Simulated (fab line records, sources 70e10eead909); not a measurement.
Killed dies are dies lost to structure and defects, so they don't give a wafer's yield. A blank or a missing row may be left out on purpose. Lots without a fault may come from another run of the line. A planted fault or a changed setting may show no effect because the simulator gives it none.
One fault seen from 2 desks | flow nand_harc | each desk has only its own numbers; what lay behind them comes last

THE TOOL OWNER'S DESK: pvd_sputter-03
The tool's own readings at NHARC_P_CONTACT_PVD_32 (deposits Ti, target thk 5 nm, time 17.7 s): means of the sampled wafers that have a number, for each lot that ran on this tool. A lot is out of limits, marked OUT, if its mean lies more than 4 standard deviations from the usual mean; the brackets give that distance.
Columns: A = cathode_dc_power_W at NHARC_P_CONTACT_PVD_32, usual 5000.0 W; B = throttle_valve_pct at NHARC_P_CONTACT_PVD_32, usual 29.7 %
lot  | first seen here | A                        | B
L575 | day 6 01:10     | 4999.7                   | 30.4
L580 | day 6 20:32     | 4998.7                   | 29.7
L582 | day 7 11:49     | 4998.8                   | 29.8
L584 | day 7 21:04     | 5000.9                   | 29.9
L593 | day 10 11:13    | 5595.3 (+99 or more) OUT | 29.9
L597 | day 11 00:17    | 5594.3 (+99 or more) OUT | 29.9
This desk's finding: out of limits on L593, L597; first on L593, day 10 11:13 (cathode_dc_power_W at NHARC_P_CONTACT_PVD_32). In limits: L575, L580, L582, L584.

THE METROLOGY DESK
What the gauges read, lot by lot, whatever tool the lot ran on: means of the sampled wafers that have a number. A lot is out of limits, marked OUT, if its mean lies more than 4 standard deviations from the usual mean; the brackets give that distance.
Columns: A = cd_nm at NHARC_P_GATE_CD_MEAS_59, usual 720.0 nm
lot  | first seen here | A
L575 | day 5 15:33     | 722.5
L576 | day 5 15:53     | 720.0
L578 | day 6 04:41     | 716.5
L580 | day 6 12:20     | 722.0
L582 | day 7 03:22     | 720.3
L583 | day 7 09:01     | 719.8
L584 | day 7 12:11     | 718.1
L589 | day 8 10:23     | 718.6
L588 | day 8 12:03     | 720.2
L593 | day 10 02:27    | 719.0
L596 | day 10 15:39    | 717.5
L597 | day 10 15:50    | 718.3
L598 | day 10 22:34    | 721.5
This desk's finding: nothing out of limits on any of the 13 lots.

PUT TOGETHER
The tool owner's desk could have raised an alarm at day 10 11:13, on L593, L597.
The metrology desk saw nothing out of limits.
The metrology desk has L593, L597 on record, within its limits.
Of the lots named, all ran NHARC_P_CONTACT_PVD_32 on pvd_sputter-03.

WHAT THE SIMULATOR HAD PUT IN
Process parameter drift: pvd_sputter-03, from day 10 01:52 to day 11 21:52, at NHARC_P_CONTACT_PVD_32. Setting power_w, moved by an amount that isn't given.
Lots struck among those shown: L593, L597.
Hours from the fault's start to each desk's first reading out of limits: the tool owner's desk, 9.
